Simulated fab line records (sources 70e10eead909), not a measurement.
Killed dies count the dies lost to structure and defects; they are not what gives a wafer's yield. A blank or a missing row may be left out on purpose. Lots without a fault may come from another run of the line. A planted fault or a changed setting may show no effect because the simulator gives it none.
The tool behind it: which one? ; flow nand harc ; 24 lots with 72 wafers sampled at 6 steps, on a route of 1159 steps

## WHAT THE GAUGES SHOWED, per wafer
The record holds no reading of a measuring or inspecting step that can be judged against a usual standard deviation.

## EACH LOT AND THE TOOL THAT RAN IT (in order: tool; ch and the chambers of the sampled wafers; start)
lot;NHARC_P_STI_CMP_21;NHARC_P_GATE_ETCH_32;NHARC_P_GATE_ALD_36;NHARC_P_GATE_STRIP_113;NHARC_P_CONTACT_DEGAS_38;NHARC_P_M1_DESCUM_14
L074;cmp-04 ch 2,3, day 3 13:25;rie si-03 ch 1,2, day 4 22:37;ald sin-04 ch 0,3, day 4 23:24;plasma asher-01 ch 0,1, day 5 13:55;pvd sputter-02, day 5 19:58;rie diel-02 ch 0,2,3, day 6 07:17
L075;cmp-02 ch 0,1,2, day 3 13:25;rie si-04 ch 0,2,3, day 4 23:23;ald sin-01 ch 0,2,3, day 5 00:10;plasma asher-02 ch 0,1, day 5 15:22;pvd sputter-02, day 5 21:25;rie diel-12 ch 0,2,3, day 6 08:25
L076;cmp-01 ch 0,1,2, day 3 19:05;rie si-03 ch 0,1,2, day 5 03:08;ald sin-03 ch 0,1,3, day 5 03:56;plasma asher-02 ch 0,1, day 5 18:20;pvd sputter-03, day 6 00:26;rie diel-02 ch 0,2,3, day 6 09:16
L077;cmp-04 ch 0,3, day 4 08:04;rie si-03 ch 1,2,3, day 5 16:18;ald sin-04 ch 0,1,2, day 5 19:20;plasma asher-02 ch 0,1, day 6 07:56;pvd sputter-02, day 6 13:56;rie diel-12 ch 0,2,3, day 6 22:32
L078;cmp-01 ch 1,2,3, day 4 08:05;rie si-04 ch 2,3, day 5 16:59;ald sin-01 ch 2,3, day 5 18:49;plasma asher-01 ch 0,1, day 6 08:19;pvd sputter-02, day 6 14:14;rie diel-10 ch 0,3, day 6 22:49
L079;cmp-04 ch 0,1,2, day 4 12:34;rie si-03 ch 0,3, day 5 19:34;ald sin-03 ch 0,1,2, day 5 21:25;plasma asher-01 ch 0,1, day 6 10:45;pvd sputter-02, day 6 17:20;rie diel-02 ch 2,3, day 7 00:11
L080;cmp-01 ch 0,2,3, day 4 20:28;rie si-05 ch 1,2,3, day 6 09:19;ald sin-01 ch 1,2, day 6 10:05;plasma asher-01 ch 0,1, day 7 00:34;pvd sputter-02, day 7 06:36;rie diel-10 ch 0,1, day 7 13:22
L081;cmp-04 ch 1,3, day 4 20:28;rie si-03 ch 1,2,3, day 6 09:07;ald sin-04 ch 0,2,3, day 6 09:55;plasma asher-02 ch 0,1, day 7 02:44;pvd sputter-02, day 7 09:05;rie diel-12 ch 1,3, day 7 17:28
L082;cmp-02 ch 2,3, day 5 05:38;rie si-05 ch 0,1,2, day 6 15:36;ald sin-03 ch 0,2,3, day 6 18:31;plasma asher-01 ch 0,1, day 7 07:07;pvd sputter-01, day 7 13:20;rie diel-12 ch 0,3, day 7 20:07
L083;cmp-02 ch 1,2, day 5 14:31;rie si-04 ch 1,2,3, day 7 00:16;ald sin-01 ch 0,1,2, day 7 03:10;plasma asher-02 ch 0,1, day 7 17:20;pvd sputter-03, day 8 00:15;rie diel-12 ch 0,1,2, day 8 09:13
L084;cmp-02 ch 1,2, day 5 19:07;rie si-04 ch 1,3, day 7 04:25;ald sin-04 ch 1,3, day 7 06:37;plasma asher-01 ch 0,1, day 7 22:02;pvd sputter-02, day 8 04:06;rie diel-02 ch 0,1,2, day 8 10:38
L085;cmp-01 ch 0,3, day 6 13:11;rie si-05 ch 0,1, day 7 21:17;ald sin-04 ch 0,1, day 7 22:05;plasma asher-02 ch 0,1, day 8 12:48;pvd sputter-03, day 8 18:37;rie diel-10 ch 0,2,3, day 9 04:24
L087;cmp-04 ch 0,1,2, day 6 13:13;rie si-05 ch 0,1,3, day 7 20:17;ald sin-03 ch 0,1,3, day 7 21:05;plasma asher-02 ch 0,1, day 8 11:55;pvd sputter-01, day 8 18:00;rie diel-12 ch 0,2,3, day 9 03:39
L086;cmp-02 ch 0,2, day 6 13:13;rie si-03 ch 0,3, day 7 20:51;ald sin-01 ch 0,1,3, day 7 23:07;plasma asher-02 ch 0,1, day 8 14:27;pvd sputter-03, day 8 20:09;rie diel-02 ch 0,2,3, day 9 04:25
L088;cmp-04 ch 0,1,2, day 6 20:30;rie si-03 ch 2,3, day 8 03:34;ald sin-03 ch 0,2,3, day 8 04:22;plasma asher-01 ch 0, day 8 18:58;pvd sputter-03, day 9 00:48;rie diel-02 ch 0,1, day 9 07:26
L089;cmp-02 ch 0,1,3, day 7 02:11;rie si-04 ch 1,2, day 8 14:24;ald sin-04 ch 0,1,3, day 8 17:21;plasma asher-01 ch 0,1, day 9 06:07;pvd sputter-01, day 9 12:05;rie diel-10 ch 0,2, day 10 01:14
L090;cmp-04 ch 0,2,3, day 7 02:13;rie si-04 ch 1,2,3, day 8 15:21;ald sin-01 ch 0,1,2, day 8 18:17;plasma asher-01 ch 0, day 9 06:53;pvd sputter-02, day 9 13:10;rie diel-10 ch 0,1,3, day 10 06:05
L091;cmp-04 ch 1,2,3, day 7 13:50;rie si-04 ch 1,2,3, day 8 23:43;ald sin-01 ch 0,1,3, day 9 00:47;plasma asher-02 ch 0,1, day 9 16:01;pvd sputter-01, day 9 21:47;rie diel-12 ch 0,2,3, day 10 08:31
L092;cmp-01 ch 0,2,3, day 7 20:09;rie si-05 ch 1,2,3, day 9 07:04;ald sin-03 ch 0,1,3, day 9 08:58;plasma asher-01 ch 0,1, day 9 22:39;pvd sputter-01, day 10 05:00;rie diel-10 ch 1,2,3, day 10 14:54
L094;cmp-02 ch 1,2, day 8 03:11;rie si-04 ch 0,1, day 9 10:11;ald sin-01 ch 0,3, day 9 10:58;plasma asher-02 ch 0,1, day 10 01:44;pvd sputter-01, day 10 07:42;rie diel-02 ch 0,1,2, day 10 15:47
L093;cmp-04 ch 1,2,3, day 8 03:15;rie si-05 ch 0,2,3, day 9 10:08;ald sin-04 ch 1,2, day 9 11:58;plasma asher-01 ch 0,1, day 10 01:16;pvd sputter-03, day 10 07:10;rie diel-10 ch 1,2,3, day 10 15:33
L095;cmp-02 ch 1,3, day 8 14:01;rie si-03 ch 0,1,2, day 10 04:35;ald sin-03 ch 0,2, day 10 05:22;plasma asher-02 ch 1, day 10 19:40;pvd sputter-02, day 11 01:28;rie diel-02 ch 1,2,3, day 11 08:08
L096;cmp-02 ch 1,3, day 8 22:49;rie si-04 ch 0,1,2, day 10 14:55;ald sin-04 ch 0,2, day 10 15:43;plasma asher-02 ch 0,1, day 11 06:38;pvd sputter-03, day 11 12:37;rie diel-10 ch 0,2,3, day 11 19:23
L097;cmp-01 ch 0,2,3, day 8 22:50;rie si-05 ch 0,1,2, day 10 13:56;ald sin-01 ch 0,1,3, day 10 16:49;plasma asher-02 ch 0, day 11 05:22;pvd sputter-01, day 11 11:18;rie diel-10 ch 0,2, day 11 17:43
- NHARC_P_STI_CMP_21: polishes, t overpolish 20 s, target thk 380.67 nm.
- NHARC_P_GATE_ETCH_32: etches the open film in HBr/Cl2, target depth 150 nm, time 100.1 s.
- NHARC_P_GATE_ALD_36: deposits SiNx, target thk 20 nm, pulse time 60 s, ald cycles 223.
- NHARC_P_GATE_STRIP_113: strips in N2/H2, time 740 s.
- NHARC_P_CONTACT_DEGAS_38: time 60 s.
- NHARC_P_M1_DESCUM_14: chemistry O2, time 3 s.

## AS READ BY THE TOOLS THEMSELVES (means over the sampled wafers that have a number; for cases with no such wafer, the mark the record gives instead)
NHARC_P_STI_CMP_21. Usual: motor current A 12.0 A, standard deviation 0.87; overpolish run s 20.000 s, standard deviation 0.009.
lot;tool;motor current A (A);overpolish run s (s);flag
L074;cmp-04;11.3;20.001;
L075;cmp-02;12.0;19.998;
L076;cmp-01;12.3;19.993;
L077;cmp-04;11.5;20.005;
L078;cmp-01;12.5;20.000;
L079;cmp-04;12.2;19.995;
L080;cmp-01;11.7;20.001;
L081;cmp-04;12.7;19.995;
L082;cmp-02;12.5;19.999;
L083;cmp-02;11.5;19.997;
L084;cmp-02;12.2;20.000;
L085;cmp-01;12.1;19.998;
L087;cmp-04;12.1;19.998;
L086;cmp-02;12.5;20.001;
L088;cmp-04;11.9;20.004;
L089;cmp-02;12.3;20.005;
L090;cmp-04;11.4;20.003;
L091;cmp-04;11.9;19.998;
L092;cmp-01;11.8;20.001;
L094;cmp-02;12.1;20.002;
L093;cmp-04;11.7;19.996;
L095;cmp-02;11.8;20.002;
L096;cmp-02;11.8;20.005;
L097;cmp-01;12.0;19.997;

NHARC_P_GATE_ETCH_32. Usual: drypump motor current A 5.97 A, standard deviation 0.29; oes product au 1.004 a.u., standard deviation 0.0099; throttle valve pct 26.406 %, standard deviation 0.0085.
lot;tool;drypump motor current A (A);oes product au (a.u.);throttle valve pct (%);flag
L074;rie si-03;5.93;1.001;26.406;
L075;rie si-04;5.88;0.996;26.409;
L076;rie si-03;6.02;1.013;26.408;
L077;rie si-03;5.98;1.010;26.403;
L078;rie si-04;5.59;1.001;26.409;
L079;rie si-03;6.00;1.015;26.405;
L080;rie si-05;5.91;1.006;26.407;
L081;rie si-03;6.02;1.009;26.404;
L082;rie si-05;6.03;1.002;26.408;
L083;rie si-04;5.80;1.005;26.409;
L084;rie si-04;5.85;0.998;26.411;
L085;rie si-05;5.76;1.010;26.415;
L087;rie si-05;5.98;1.010;26.403;
L086;rie si-03;6.01;0.998;26.410;
L088;rie si-03;5.92;1.006;26.412;
L089;rie si-04;5.97;1.005;26.408;
L090;rie si-04;5.78;0.998;26.409;
L091;rie si-04;5.78;1.003;26.408;
L092;rie si-05;5.91;1.006;26.403;
L094;rie si-04;6.14;1.005;26.393;
L093;rie si-05;6.24;1.007;26.399;
L095;rie si-03;6.02;1.012;26.399;
L096;rie si-04;6.01;0.998;26.400;
L097;rie si-05;6.04;1.004;26.397;

NHARC_P_GATE_ALD_36. Usual: heater power w 858 W, standard deviation 90; precursor pulse height rel 0.999, standard deviation 0.019.
lot;tool;heater power w (W);precursor pulse height rel;flag
L074;ald sin-04;841;0.997;
L075;ald sin-01;834;0.990;
L076;ald sin-03;889;0.999;
L077;ald sin-04;813;1.006;
L078;ald sin-01;831;0.987;
L079;ald sin-03;943;1.007;
L080;ald sin-01;917;1.006;
L081;ald sin-04;858;1.013;
L082;ald sin-03;974;0.989;
L083;ald sin-01;855;0.987;
L084;ald sin-04;839;0.979;
L085;ald sin-04;747;1.000;
L087;ald sin-03;885;1.018;
L086;ald sin-01;852;0.988;
L088;ald sin-03;968;0.992;
L089;ald sin-04;813;0.991;
L090;ald sin-01;840;0.990;
L091;ald sin-01;835;0.992;
L092;ald sin-03;871;1.005;
L094;ald sin-01;792;1.004;
L093;ald sin-04;811;1.013;
L095;ald sin-03;1010;0.988;
L096;ald sin-04;810;0.980;
L097;ald sin-01;852;0.992;

NHARC_P_GATE_STRIP_113. Usual: drypump motor current A 5.9 A, standard deviation 0.38; heater power w 86 W, standard deviation 5.4.
lot;tool;drypump motor current A (A);heater power w (W);flag
L074;plasma asher-01;6.3;82;
L075;plasma asher-02;5.6;89;
L076;plasma asher-02;5.6;90;
L077;plasma asher-02;5.8;86;
L078;plasma asher-01;6.2;83;
L079;plasma asher-01;6.1;85;
L080;plasma asher-01;6.2;82;
L081;plasma asher-02;5.9;86;
L082;plasma asher-01;6.2;82;
L083;plasma asher-02;5.8;86;
L084;plasma asher-01;6.3;82;
L085;plasma asher-02;5.6;88;
L087;plasma asher-02;5.8;87;
L086;plasma asher-02;5.6;89;
L088;plasma asher-01;6.5;79;
L089;plasma asher-01;6.3;81;
L090;plasma asher-01;6.5;79;
L091;plasma asher-02;5.6;90;
L092;plasma asher-01;6.2;82;
L094;plasma asher-02;5.6;91;
L093;plasma asher-01;6.3;82;
L095;plasma asher-02;6.1;81;
L096;plasma asher-02;5.8;85;
L097;plasma asher-02;5.4;96;

NHARC_P_CONTACT_DEGAS_38. Usual: heater power w at 445 W, with a standard deviation of 33.
lot;tool;heater power w (W);flag
L074;pvd sputter-02;413;
L075;pvd sputter-02;426;
L076;pvd sputter-03;472;
L077;pvd sputter-02;431;
L078;pvd sputter-02;432;
L079;pvd sputter-02;434;
L080;pvd sputter-02;421;
L081;pvd sputter-02;422;
L082;pvd sputter-01;451;
L083;pvd sputter-03;452;
L084;pvd sputter-02;422;
L085;pvd sputter-03;470;
L087;pvd sputter-01;462;
L086;pvd sputter-03;434;
L088;pvd sputter-03;492;
L089;pvd sputter-01;447;
L090;pvd sputter-02;412;
L091;pvd sputter-01;461;
L092;pvd sputter-01;447;
L094;pvd sputter-01;487;
L093;pvd sputter-03;449;
L095;pvd sputter-02;425;
L096;pvd sputter-03;445;
L097;pvd sputter-01;478;

NHARC_P_M1_DESCUM_14. Usual: drypump motor current A 5.5 A, standard deviation 0.53; oes product au 1.000 a.u., standard deviation 0.012; rf vpp V 57.8 V, standard deviation 0.89; showerhead plenum p Torr 1.92 Torr, standard deviation 0.069; throttle valve pct 11.311 %, standard deviation 0.0097.
lot;tool;drypump motor current A (A);oes product au (a.u.);rf vpp V (V);showerhead plenum p Torr (Torr);throttle valve pct (%);flag
L074;rie diel-02;5.4;1.003;58.4;1.91;11.306;
L075;rie diel-12;5.4;0.996;57.7;1.93;11.308;
L076;rie diel-02;5.4;1.002;56.9;1.91;11.311;
L077;rie diel-12;5.4;1.001;57.6;1.93;11.302;
L078;rie diel-10;5.6;0.993;57.9;1.95;11.305;
L079;rie diel-02;5.1;0.993;57.6;1.87;11.305;
L080;rie diel-10;5.7;0.994;57.4;1.88;11.310;
L081;rie diel-12;5.5;1.009;57.7;1.90;11.315;
L082;rie diel-12;5.7;1.003;57.3;1.88;11.307;
L083;rie diel-12;5.5;0.993;58.0;1.95;11.305;
L084;rie diel-02;5.8;0.998;58.0;1.91;11.317;
L085;rie diel-10;5.5;0.986;57.8;1.93;11.308;
L087;rie diel-12;5.4;1.023;58.2;1.93;11.307;
L086;rie diel-02;5.4;1.003;57.4;1.91;11.318;
L088;rie diel-02;5.9;1.001;57.5;1.92;11.305;
L089;rie diel-10;6.0;0.992;57.7;1.87;11.314;
L090;rie diel-10;5.7;0.999;58.0;1.92;11.313;
L091;rie diel-12;5.4;1.007;58.0;1.93;11.311;
L092;rie diel-10;5.1;0.992;57.6;1.96;11.309;
L094;rie diel-02;5.8;0.994;58.8;1.91;11.321;
L093;rie diel-10;5.1;0.995;57.1;1.96;11.310;
L095;rie diel-02;5.5;1.004;56.7;1.87;11.311;
L096;rie diel-10;5.5;0.993;57.9;1.93;11.324;
L097;rie diel-10;6.0;1.003;57.3;1.87;11.308;

## THE ANSWER, worked out from the rows above alone
Rule: take the mean of a lot's wafers that have a number; if it is more than 3 standard deviations from the usual mean, the lot is off. A lot without any number at a reading at which 4 lots or more have one is off too. All remaining lots with rows at the step are treated as sound. The gauges are gone through in route order, then the tools' own readings, and for those a lot's mean is taken as printed above. At the first step where some lot is off, the reading lying furthest off is the one used; lots without a number count as furthest.
No lot is off on any of the readings shown, so nothing can be concluded from this.

## WHAT THE SIMULATOR PUT IN
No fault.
